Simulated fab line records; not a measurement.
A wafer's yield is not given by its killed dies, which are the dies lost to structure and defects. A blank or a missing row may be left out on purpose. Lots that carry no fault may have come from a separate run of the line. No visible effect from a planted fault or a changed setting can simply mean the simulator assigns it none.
Matching of chambers / flow n5 finfet / N5_BEOL_M0_SAQP_PECVD_96 on pecvd-04 has 3 sister chambers
The step deposits a-Si from SiH4/He, target thk 45 nm, time 45.2 s. 6 wafers are shown with their chamber, then 11 later ones without.

## EACH WAFER AND ITS CHAMBER
wafer=L085.2; chamber=1; throttle valve pct (%)=20.0; showerhead plenum p Torr (Torr)=5.72
wafer=L085.6; chamber=1; throttle valve pct (%)=20.5; showerhead plenum p Torr (Torr)=5.73
wafer=L089.3; chamber=0; throttle valve pct (%)=18.6; showerhead plenum p Torr (Torr)=5.76
wafer=L089.4; chamber=0; throttle valve pct (%)=18.9; showerhead plenum p Torr (Torr)=5.75
wafer=L089.6; chamber=2; throttle valve pct (%)=17.7; showerhead plenum p Torr (Torr)=5.69
wafer=L091.1; chamber=2; throttle valve pct (%)=17.8; showerhead plenum p Torr (Torr)=5.66

## WAFERS WHOSE CHAMBER IS MISSING
wafer=L091.3; throttle valve pct (%)=18.8; showerhead plenum p Torr (Torr)=5.75
wafer=L091.4; throttle valve pct (%)=17.8; showerhead plenum p Torr (Torr)=5.67
wafer=L094.2; throttle valve pct (%)=18.1; showerhead plenum p Torr (Torr)=5.69
wafer=L094.5; throttle valve pct (%)=17.9; showerhead plenum p Torr (Torr)=5.69
wafer=L094.6; throttle valve pct (%)=19.2; showerhead plenum p Torr (Torr)=5.76
wafer=L095.1; throttle valve pct (%)=18.8; showerhead plenum p Torr (Torr)=5.75
wafer=L095.3; throttle valve pct (%)=18.1; showerhead plenum p Torr (Torr)=5.67
wafer=L095.4; throttle valve pct (%)=19.0; showerhead plenum p Torr (Torr)=5.76
wafer=L096.4; throttle valve pct (%)=18.8; showerhead plenum p Torr (Torr)=5.76
wafer=L096.5; throttle valve pct (%)=18.0; showerhead plenum p Torr (Torr)=5.67
wafer=L096.6; throttle valve pct (%)=19.2; showerhead plenum p Torr (Torr)=5.74

## WHICH CHAMBER EACH ONE RAN IN
wafer=L091.3; from the rows above=0; in truth=0
wafer=L091.4; from the rows above=2; in truth=2
wafer=L094.2; from the rows above=2; in truth=2
wafer=L094.5; from the rows above=2; in truth=2
wafer=L094.6; from the rows above=0; in truth=0
wafer=L095.1; from the rows above=0; in truth=0
wafer=L095.3; from the rows above=2; in truth=2
wafer=L095.4; from the rows above=0; in truth=0
wafer=L096.4; from the rows above=0; in truth=0
wafer=L096.5; from the rows above=2; in truth=2
wafer=L096.6; from the rows above=0; in truth=0
Correctly placed: 11 of 11. Left unplaced by these rows: 0. Wrongly placed: 0.
How it was worked out, from the rows above alone: a wafer's distance from a chamber is the root of the sum, over the readings, of the square of ((its reading less the chamber's mean) divided by the reading's scatter). If the next closest chamber is less than 2 further off than the closest, the wafer can't be placed; otherwise it belongs to the closest. The mean given for a chamber averages the wafers shown for that chamber. How the scatter is found: for the shown wafers, subtract from each reading the mean of its chamber, square and add these, divide the total by (wafers less chambers), then take the root.
